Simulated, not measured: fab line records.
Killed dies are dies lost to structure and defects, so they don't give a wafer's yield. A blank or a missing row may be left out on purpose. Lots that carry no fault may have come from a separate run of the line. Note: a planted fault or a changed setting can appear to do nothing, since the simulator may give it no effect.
Problem report in the 8D (eight disciplines) form, filled by code + flow n5-finfet + the parts of the form that need people (team, actions taken, sign-off) are left out

1. WHAT IS WRONG
spin-speed-rpm at N5_BEOL_M2_COAT_61 reads a mean of 1416.7 rpm on 6 wafers of 2 lots; wafers without a fault read 1500.0 rpm with a standard deviation of 1. Relative to the usual mean, that is a shift of -83 standard deviations.
The step: time 60 s, resist thk 60 nm.
Seen first at day 8 23:51 on litho-track-02, wafer L744.2. The record has a number at this step for 33 wafers belonging to 11 lots. The rule behind "out" and "out of limits": a value lying over 4 standard deviations away from the usual mean. All remaining wafers that have a number are taken as sound.

2. WHAT THIS IS AND IS NOT
| question                    | is                     | is not                                                                                 |
|-----------------------------|------------------------|----------------------------------------------------------------------------------------|
| which readings at this step | spin-speed-rpm         | -                                                                                      |
| which lots                  | L744, L746             | L734, L735, L736, L737, L739, L748, L754, L755, L757                                   |
| which wafers of those lots  | all that have a number | -                                                                                      |
| read on which tools         | litho-track-02         | litho-track-01, litho-track-03                                                         |
| when                        | from day 8 23:51       | up to then (15 sound wafers); but 12 sound wafers of L748, L754, L755, L757 came after |

3. WHAT RULES OUT EACH SUSPECT
Counting: a tool at any process step up to the reading remains a suspect when it ran all the lots that are out and ran no sound lot after the first of those.
- pvd-sputter-01 at N5_BEOL_M1_ANNEAL_82 (time 240 s): ruled out as a lasting fault. The sound lots L757 went through it after L744, its earliest lot that is out (day 8 19:48).
- pvd-sputter-01 at N5_BEOL_M1_SPUTTER_86 (material Cu, target thk 4.5 nm, time 8.29 s): ruled out as a lasting fault. The sound lots L757 went through it after L744, its earliest lot that is out (day 8 19:56).
- pvd-sputter-01 at N5_BEOL_M1_ANNEAL_89 (time 240 s): ruled out as a lasting fault. The sound lots L757 went through it after L744, its earliest lot that is out (day 8 20:14).
- litho-track-02 at N5_BEOL_M2_COAT_61 (time 60 s, resist thk 60 nm): kept. Every lot that is out went through it, starting with L744 (day 8 23:51), and after that it ran no sound lot; the last sound lot it ran before then is L739 (day 7 10:56). Out on those wafers are its own readings of spin-speed-rpm.
The count leaves litho-track-02 at N5_BEOL_M2_COAT_61.

4. THE CAUSE (what the simulator had put in)
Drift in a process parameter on litho-track-02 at N5_BEOL_M2_COAT_61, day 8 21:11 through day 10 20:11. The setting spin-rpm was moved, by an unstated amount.
The count eliminated every tool but this one.

5. SEQUENCE OF EFFECTS, ordered by route
Each row: a reading whose mean over the struck wafers that have a number lies more than 3 standard deviations from the usual. Only readings for which the record gives a usual standard deviation are gone through. hours: the time from each lot's start at the first step in this table that gives one to its start at this step, as a median over the lots. sigmas: the change in usual standard deviations.
| hours | step               | reading        | usual      | on struck wafers | change | sigmas |
|-------|--------------------|----------------|------------|------------------|--------|--------|
| 0     | N5_BEOL_M2_COAT_61 | spin-speed-rpm | 1500.0 rpm | 1416.7           | -83.3  | -83    |
The process steps in it:
- N5_BEOL_M2_COAT_61: time 60 s, resist thk 60 nm.
Later measuring or inspecting steps at which every struck wafer that the step has a row for has a number for every such reading, and none has moved that far: N5_BEOL_M4_RC_MEAS_101.

6. WHAT WOULD HAVE CAUGHT IT SOONER
In this record the first reading out of limits was taken at day 8 23:51, 3 hours after the fault began at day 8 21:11.
